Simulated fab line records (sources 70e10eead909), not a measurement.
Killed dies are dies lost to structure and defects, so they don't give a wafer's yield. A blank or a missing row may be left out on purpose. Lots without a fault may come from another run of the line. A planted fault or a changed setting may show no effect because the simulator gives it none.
Matching of chambers | flow nand harc | NHARC_A_WL_FILL_STRIP_29 on rie diel-05 has 4 sister chambers
The step strips in O2, time 20 s. 20 wafers are shown with their chamber, then 10 later ones without.

== WAFERS PAIRED WITH THEIR CHAMBERS ==
wafer  | chamber | drypump motor current A (A) | oes product au (a.u.) | rf vpp V (V)
L078.3 | 2       | 5.78                        | 1.008                 | 57.9
L078.4 | 1       | 5.41                        | 1.006                 | 57.9
L078.6 | 3       | 5.33                        | 0.988                 | 57.3
L077.2 | 0       | 5.72                        | 0.991                 | 58.8
L077.3 | 3       | 5.32                        | 0.999                 | 56.2
L077.4 | 1       | 5.41                        | 1.004                 | 57.3
L075.1 | 0       | 5.72                        | 0.998                 | 58.1
L075.3 | 3       | 5.38                        | 0.995                 | 57.4
L075.6 | 1       | 5.41                        | 1.005                 | 57.5
L080.2 | 2       | 5.74                        | 1.004                 | 57.3
L080.5 | 0       | 5.72                        | 0.995                 | 56.3
L080.6 | 3       | 5.34                        | 0.991                 | 56.6
L082.1 | 2       | 5.73                        | 1.009                 | 57.9
L082.4 | 0       | 5.72                        | 0.999                 | 56.6
L082.6 | 2       | 5.75                        | 0.996                 | 57.6
L084.1 | 0       | 5.73                        | 0.992                 | 57.7
L084.2 | 2       | 5.73                        | 1.025                 | 56.9
L084.3 | 3       | 5.39                        | 0.992                 | 56.5
L086.1 | 1       | 5.42                        | 1.030                 | 56.8
L086.3 | 0       | 5.72                        | 0.988                 | 58.7

SIGNATURES, as means of the wafers listed above
reading                 | chamber 0 | chamber 1 | chamber 2 | chamber 3 | scatter within a chamber
drypump motor current A | 5.7217    | 5.4125    | 5.7460    | 5.3520    | 0.019
oes product au          | 0.99383   | 1.01125   | 1.00840   | 0.99300   | 0.00822
rf vpp V                | 57.700    | 57.375    | 57.520    | 56.800    | 0.707
Rule: a wafer lies at a distance from a chamber equal to the root of the sum of squares, over the readings, of (its reading less the chamber's mean, divided by the reading's scatter). The wafer belongs to the nearest chamber; if the next one is less than 2 further off, it can't be placed. The scatter: the root of (the sum of the squares of (reading less its chamber's mean) over the shown wafers, divided by (wafers less chambers)).

== WAFERS WITH NO CHAMBER GIVEN ==
wafer  | drypump motor current A (A) | oes product au (a.u.) | rf vpp V (V)
L086.4 | 5.74                        | 1.018                 | 57.1
L089.1 | 5.39                        | 1.022                 | 57.7
L089.4 | 5.80                        | 1.022                 | 58.4
L089.5 | 5.41                        | 1.024                 | 57.7
L093.1 | 5.78                        | 0.998                 | 59.6
L093.3 | 5.39                        | 1.007                 | 57.3
L093.6 | 5.33                        | 0.996                 | 57.1
L096.1 | 5.73                        | 0.992                 | 56.9
L096.2 | 5.43                        | 1.019                 | 56.9
L096.6 | 5.43                        | 1.011                 | 58.0

== EACH ONE'S CHAMBER ==
wafer  | from the rows above     | in truth
L086.4 | can't be placed: 2 or 0 | 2
L089.1 | 1                       | 1
L089.4 | can't be placed: 2 or 0 | 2
L089.5 | 1                       | 1
L093.1 | can't be placed: 2 or 0 | 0
L093.3 | can't be placed: 1 or 3 | 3
L093.6 | 3                       | 3
L096.1 | can't be placed: 0 or 2 | 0
L096.2 | 1                       | 1
L096.6 | 1                       | 1
Correct placement for 5 of the 10. Unplaceable from these rows: 5, with the true chamber sitting among the candidates in 5. 0 placed wrongly.
